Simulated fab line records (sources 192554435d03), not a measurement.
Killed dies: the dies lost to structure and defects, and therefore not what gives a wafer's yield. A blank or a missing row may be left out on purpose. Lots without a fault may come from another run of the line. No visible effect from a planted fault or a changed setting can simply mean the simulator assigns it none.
Matching of chambers / flow n5 finfet / N5_BEOL_M5_CO_CAP_78 on cvd co-01: 3 sister chambers
The step material Co, precursor CCTBA/H2, target thk 2 nm, time 102.1 s. 20 wafers are shown with their chamber, then 10 later ones without.

== WAFERS, EACH WITH ITS CHAMBER ==
wafer=L074.2; chamber=2; heater power w (W)=216
wafer=L074.3; chamber=0; heater power w (W)=248
wafer=L074.5; chamber=0; heater power w (W)=246
wafer=L075.2; chamber=0; heater power w (W)=247
wafer=L075.4; chamber=0; heater power w (W)=252
wafer=L075.6; chamber=0; heater power w (W)=247
wafer=L077.1; chamber=2; heater power w (W)=213
wafer=L077.2; chamber=0; heater power w (W)=259
wafer=L077.3; chamber=0; heater power w (W)=251
wafer=L080.4; chamber=1; heater power w (W)=246
wafer=L080.5; chamber=2; heater power w (W)=216
wafer=L080.6; chamber=0; heater power w (W)=248
wafer=L083.1; chamber=1; heater power w (W)=250
wafer=L083.4; chamber=1; heater power w (W)=248
wafer=L083.5; chamber=2; heater power w (W)=210
wafer=L085.1; chamber=2; heater power w (W)=216
wafer=L085.2; chamber=1; heater power w (W)=243
wafer=L085.3; chamber=0; heater power w (W)=250
wafer=L085.4; chamber=0; heater power w (W)=252
wafer=L085.5; chamber=2; heater power w (W)=219

SIGNATURES (averages over the wafers above)
reading=heater power w; chamber 0=250.00; chamber 1=246.75; chamber 2=215.00; scatter within a chamber=3.49
Rule: a wafer lies at a distance from a chamber equal to the root of the sum of squares, over the readings, of (its reading less the chamber's mean, divided by the reading's scatter). If the next closest chamber is less than 2 further off than the closest, the wafer can't be placed; otherwise it belongs to the closest. How the scatter is found: for the shown wafers, subtract from each reading the mean of its chamber, square and add these, divide the total by (wafers less chambers), then take the root.

== WAFERS WITHOUT THEIR CHAMBER ==
wafer=L085.6; heater power w (W)=249
wafer=L087.1; heater power w (W)=211
wafer=L087.2; heater power w (W)=247
wafer=L087.5; heater power w (W)=241
wafer=L088.1; heater power w (W)=245
wafer=L088.5; heater power w (W)=212
wafer=L088.6; heater power w (W)=247
wafer=L094.2; heater power w (W)=248
wafer=L094.3; heater power w (W)=210
wafer=L094.4; heater power w (W)=253

== CHAMBER TAKEN BY EACH ==
wafer=L085.6; from the rows above=can't be placed: 0 or 1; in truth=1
wafer=L087.1; from the rows above=2; in truth=2
wafer=L087.2; from the rows above=can't be placed: 1 or 0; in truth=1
wafer=L087.5; from the rows above=can't be placed: 1 or 0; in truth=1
wafer=L088.1; from the rows above=can't be placed: 1 or 0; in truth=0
wafer=L088.5; from the rows above=2; in truth=2
wafer=L088.6; from the rows above=can't be placed: 1 or 0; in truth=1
wafer=L094.2; from the rows above=can't be placed: 1 or 0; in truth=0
wafer=L094.3; from the rows above=2; in truth=2
wafer=L094.4; from the rows above=can't be placed: 0 or 1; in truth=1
Correct placement for 3 of the 10. Cannot be placed on the basis of these rows: 7; the candidates contain the true chamber in 7. Placed wrongly: 0.
